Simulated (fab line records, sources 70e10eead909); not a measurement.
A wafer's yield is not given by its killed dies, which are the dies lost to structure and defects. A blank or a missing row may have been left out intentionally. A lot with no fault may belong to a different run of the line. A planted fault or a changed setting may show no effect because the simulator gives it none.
A struck lot beside a sound one	flow nandHarc	14 steps out of a route of 1302
Sound: these wafers, L734.3, L734.4, L734.6. Struck: wafer L740.1 (L740.2, L740.4, from the same lot, were not struck and are left out); the cause is given at the end.
At each step with rows: each side's tool, then ch and its chambers, then its first start. Under that, the readings that differ: sound wafers	struck wafers	difference of the means	sigmas: that difference in standard deviations of wafers without a fault.
alike: words and numbers the same on both sides, and readings whose means are apart by under 2 such deviations; not compared: readings that were withheld, readings missing a value for some wafer, numbers with overlapping values and no deviation given by the record, and bounds like >300 which may hide the same value.
A row with sigmas, a row that says differs or no value, or rows on one side alone: a step with any of these is where the two part. Non-overlapping numbers with no deviation appear without sigmas and do not part them. A reading missing from all wafers of one side parts the sides only when that side holds two or more wafers.

first, 6 steps without rows for these wafers: NHARC_A_STAIRCASE_SOFTBAKE_04 (time 170 s); NHARC_A_STAIRCASE_EBR_05; NHARC_A_STAIRCASE_EXPOSE_06 (exposes mask STAIR); NHARC_A_STAIRCASE_PEB_07 (peb time 130 s); NHARC_A_STAIRCASE_DEVELOP_08 (time 140 s); NHARC_A_STAIRCASE_HARDBAKE_10 (time 140 s).
NHARC_A_STAIRCASE_DESCUM_11: chemistry O2, time 3 s.
  sound on rieDiel-13 ch 2,3, day 17 05:54; struck on rieDiel-13 ch 0, day 19 22:07
reading	sound	struck	difference	sigmas
oesProductAu (a.u.)	0.998 0.992 0.991	1.025	+0.031	+3
  alike: drypumpMotorCurrentA, rfVppV, showerheadPlenumPTorr, throttleValvePct
  not compared: rfHoursCounterH
NHARC_A_STAIRCASE_TRIM_12: chemistry O2, time 211.2 s.
  sound on rieDiel-13 ch 0,1,2, day 17 06:00; struck on rieDiel-13 ch 1, day 19 22:13
reading	sound	struck	difference	sigmas
throttleValvePct (%)	17.037 17.033 17.031	17.055	+0.021	+2
  alike: drypumpMotorCurrentA, oesProductAu, rfVppV, showerheadPlenumPTorr
  not compared: rfHoursCounterH
NHARC_A_STAIRCASE_ETCH_13: etches the open film in C4F8/O2, target depth 100 nm, time 40.5 s.
  sound: rieDiel-13 ch 0,2,3; struck: rieDiel-13 ch 0
  alike: oesProductAu, rfVppV
  not compared: rfHoursCounterH
NHARC_A_STAIRCASE_TRIM_14: chemistry O2, time 211.2 s.
  sound: rieDiel-13 ch 0,1; struck: rieDiel-13 ch 0
  alike: drypumpMotorCurrentA, oesProductAu, rfVppV, showerheadPlenumPTorr, throttleValvePct
  not compared: rfHoursCounterH
then, 1 step without rows for these wafers: NHARC_A_STAIRCASE_ETCH_15 (etches the open film in C4F8/O2, target depth 100 nm, time 40.5 s).
NHARC_A_STAIRCASE_TRIM_16: chemistry O2, time 211.2 s.
  sound on rieDiel-13 ch 1,2, day 17 06:32; struck on rieDiel-13 ch 3, day 19 22:53
reading	sound	struck	difference	sigmas
oesProductAu (a.u.)	0.976 1.005 0.993	1.349	+0.358	+36
showerheadPlenumPTorr (Torr)	3.44 3.41 3.41	3.78	+0.36	+2
  alike: drypumpMotorCurrentA, rfVppV, throttleValvePct
  not compared: rfHoursCounterH
NHARC_A_STAIRCASE_ETCH_17: etches the open film in C4F8/O2, target depth 100 nm, time 40.5 s.
  sound: rieDiel-13 ch 0,2; struck: rieDiel-13 ch 3
  alike: oesProductAu, rfVppV
  not compared: rfHoursCounterH
-- break in the record here, with 9 days between the starts of the struck wafers on either side (left off in module A_STAIRCASE, picked up again in module END, where the first step shown is number 1302 on the route) --
NHARC_END_SORT_01:
  here the record holds rows for the struck wafers (prober-02 ch 0, day 28 23:13) but none for the sound ones

## WHERE THEY PART
Earliest at NHARC_A_STAIRCASE_DESCUM_11; latest, in this record, at NHARC_END_SORT_01.

WHY: what had been put in by the simulator
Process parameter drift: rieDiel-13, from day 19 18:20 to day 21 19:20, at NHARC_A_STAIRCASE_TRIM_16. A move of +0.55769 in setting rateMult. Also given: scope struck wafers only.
